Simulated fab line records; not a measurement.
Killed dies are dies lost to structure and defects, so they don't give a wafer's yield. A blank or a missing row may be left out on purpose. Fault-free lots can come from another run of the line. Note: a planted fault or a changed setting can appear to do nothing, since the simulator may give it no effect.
The tool behind it: which one? + flow nandHarc + 17 wafers from 6 lots sampled at 4 of the route's 1302 steps

== WHAT EACH GAUGE READ, for each wafer ==
NHARC_A_ONON_D2_THK_MEAS_24: measures by ellipsometry.
| lot  | measured     | on           | thkNm (nm)     |
|------|--------------|--------------|----------------|
| L893 | day 13 14:18 | filmMetro-02 | 1009 1011 1009 |
| L895 | day 14 17:55 | filmMetro-02 | 1007 1008 1007 |
| L900 | day 16 23:56 | filmMetro-01 | 1003 1005      |
| L906 | day 19 16:08 | filmMetro-01 | 1007 1006 1007 |
| L909 | day 20 15:34 | filmMetro-02 | 1001 1002 1001 |
| L910 | day 22 07:10 | filmMetro-02 | 1000 1000 999  |

== WHICH TOOL RAN EACH LOT (tool, then ch and the chambers of the sampled wafers, then the start) ==
| lot  | NHARC_A_DECK1_JOINT_CMP_13    | NHARC_A_DECK1_JOINT_ETCHBACK_00 | NHARC_A_ONON_D2_DEP_03          |
|------|-------------------------------|---------------------------------|---------------------------------|
| L893 | cmp-03 ch 0,1, day 12 05:26   | rieSi-02 ch 0,2, day 12 05:49   | pecvdOnon-02 ch 0, day 13 02:59 |
| L895 | cmp-04 ch 0,2, day 13 03:47   | rieSi-05 ch 1,3, day 13 04:08   | pecvdOnon-02 ch 0, day 14 06:31 |
| L900 | cmp-03 ch 1,2, day 15 07:01   | rieSi-02 ch 0,3, day 15 07:24   | pecvdOnon-04 ch 0, day 16 12:46 |
| L906 | cmp-04 ch 0,1,3, day 18 06:23 | rieSi-02 ch 0,2, day 18 06:44   | pecvdOnon-02 ch 0, day 19 04:49 |
| L909 | cmp-03 ch 0,1,3, day 19 03:55 | rieSi-01 ch 1,2, day 19 04:17   | pecvdOnon-04 ch 0, day 20 04:25 |
| L910 | cmp-03 ch 1,2, day 20 10:44   | rieSi-05 ch 0,1,2, day 20 11:08 | pecvdOnon-01 ch 0, day 21 19:49 |
- NHARC_A_DECK1_JOINT_CMP_13: polishes, target thk 51.023 nm.
- NHARC_A_DECK1_JOINT_ETCHBACK_00: etches the open film in HBr, target depth 30 nm, time 17.4 s.
- NHARC_A_ONON_D2_DEP_03: target thk 1000 nm.

== THE ANSWER, worked out from the rows above alone ==
Rule: the lots themselves supply what counts as usual. Put in order of their means at a reading, lots are off if they are a third of the lots or fewer, leave a main group of 4 or more, and stand apart from it by a gap of 3 or more times the standard deviation of the main group's means; of several such gaps the widest counts. The tables above print the reading to a certain number of digits; a main group whose means all agree to those digits is not used. Also off: a lot with no number at a reading for which 4 or more lots have one. Any other lot the step has rows for is counted as sound.
No lot is off on any of the readings shown, so nothing can be concluded from this.

== WHAT THE SIMULATOR PUT IN ==
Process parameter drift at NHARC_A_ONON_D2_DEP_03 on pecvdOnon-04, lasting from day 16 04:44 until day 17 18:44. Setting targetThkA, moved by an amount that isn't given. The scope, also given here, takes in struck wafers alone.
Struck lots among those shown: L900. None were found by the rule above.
